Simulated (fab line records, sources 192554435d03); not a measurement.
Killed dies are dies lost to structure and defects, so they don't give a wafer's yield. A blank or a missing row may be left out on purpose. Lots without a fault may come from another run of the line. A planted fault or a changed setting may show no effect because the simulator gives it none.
Chamber matching | flow n5_finfet | N5_BEOL_M13_ETCH_67 on rie_diel-05: 4 sister chambers
The step etches SiARC in CF4, target depth 143 nm, time 238.3 s. 22 wafers are shown with their chamber, then 11 later ones without.

WAFERS WITH THEIR CHAMBER
wafer  | chamber | showerhead_plenum_p_Torr (Torr) | drypump_motor_current_A (A) | throttle_valve_pct (%)
L074.2 | 0       | 2.21                            | 5.8                         | 15.82
L074.3 | 2       | 2.12                            | 5.2                         | 15.56
L074.5 | 0       | 2.21                            | 5.8                         | 15.82
L076.1 | 3       | 2.12                            | 5.8                         | 15.73
L076.3 | 0       | 2.20                            | 5.8                         | 15.82
L076.5 | 2       | 2.12                            | 5.2                         | 15.56
L079.2 | 1       | 2.11                            | 5.5                         | 15.76
L079.5 | 0       | 2.20                            | 5.8                         | 15.83
L079.6 | 1       | 2.11                            | 5.5                         | 15.75
L080.2 | 1       | 2.11                            | 5.6                         | 15.76
L080.3 | 3       | 2.12                            | 5.8                         | 15.74
L080.6 | 0       | 2.20                            | 5.8                         | 15.85
L084.1 | 3       | 2.11                            | 5.8                         | 15.76
L084.5 | 3       | 2.11                            | 5.8                         | 15.79
L084.6 | 2       | 2.12                            | 5.2                         | 15.59
L085.2 | 2       | 2.11                            | 5.3                         | 15.58
L085.3 | 3       | 2.11                            | 5.8                         | 15.76
L085.5 | 3       | 2.11                            | 5.8                         | 15.77
L086.1 | 3       | 2.11                            | 5.8                         | 15.79
L086.2 | 2       | 2.11                            | 5.3                         | 15.60
L086.3 | 1       | 2.11                            | 5.5                         | 15.78
L086.4 | 0       | 2.20                            | 5.8                         | 15.88

SIGNATURES (means of the wafers above)
reading                  | chamber 0 | chamber 1 | chamber 2 | chamber 3 | scatter within a chamber
showerhead_plenum_p_Torr | 2.2033    | 2.1100    | 2.1160    | 2.1129    | 0.00469
drypump_motor_current_A  | 5.800     | 5.525     | 5.240     | 5.800     | 0.0329
throttle_valve_pct       | 15.8367   | 15.7625   | 15.5780   | 15.7629   | 0.0209
Rule: a wafer's distance from a chamber is the root of the sum, over the readings, of the square of ((its reading less the chamber's mean) divided by the reading's scatter). The wafer belongs to the nearest chamber; if the next one is less than 2 further off, it can't be placed. The scatter: the root of (the sum of the squares of (reading less its chamber's mean) over the shown wafers, divided by (wafers less chambers)).

WAFERS WITHOUT THEIR CHAMBER
wafer  | showerhead_plenum_p_Torr (Torr) | drypump_motor_current_A (A) | throttle_valve_pct (%)
L086.5 | 2.20                            | 5.8                         | 15.86
L086.6 | 2.11                            | 5.5                         | 15.77
L091.1 | 2.11                            | 5.8                         | 15.80
L091.2 | 2.11                            | 5.3                         | 15.60
L091.5 | 2.11                            | 5.8                         | 15.79
L090.1 | 2.11                            | 5.3                         | 15.61
L090.2 | 2.11                            | 5.6                         | 15.79
L090.3 | 2.11                            | 5.8                         | 15.78
L090.4 | 2.20                            | 5.8                         | 15.89
L090.5 | 2.11                            | 5.6                         | 15.79
L090.6 | 2.11                            | 5.3                         | 15.61

WHICH CHAMBER EACH WENT THROUGH
wafer  | from the rows above | in truth
L086.5 | 0                   | 0
L086.6 | 1                   | 1
L091.1 | 3                   | 3
L091.2 | 2                   | 2
L091.5 | 3                   | 3
L090.1 | 2                   | 2
L090.2 | 1                   | 1
L090.3 | 3                   | 3
L090.4 | 0                   | 0
L090.5 | 1                   | 1
L090.6 | 2                   | 2
Placed correctly: 11 of 11. Can't be placed from these rows: 0. Placed wrongly: 0.
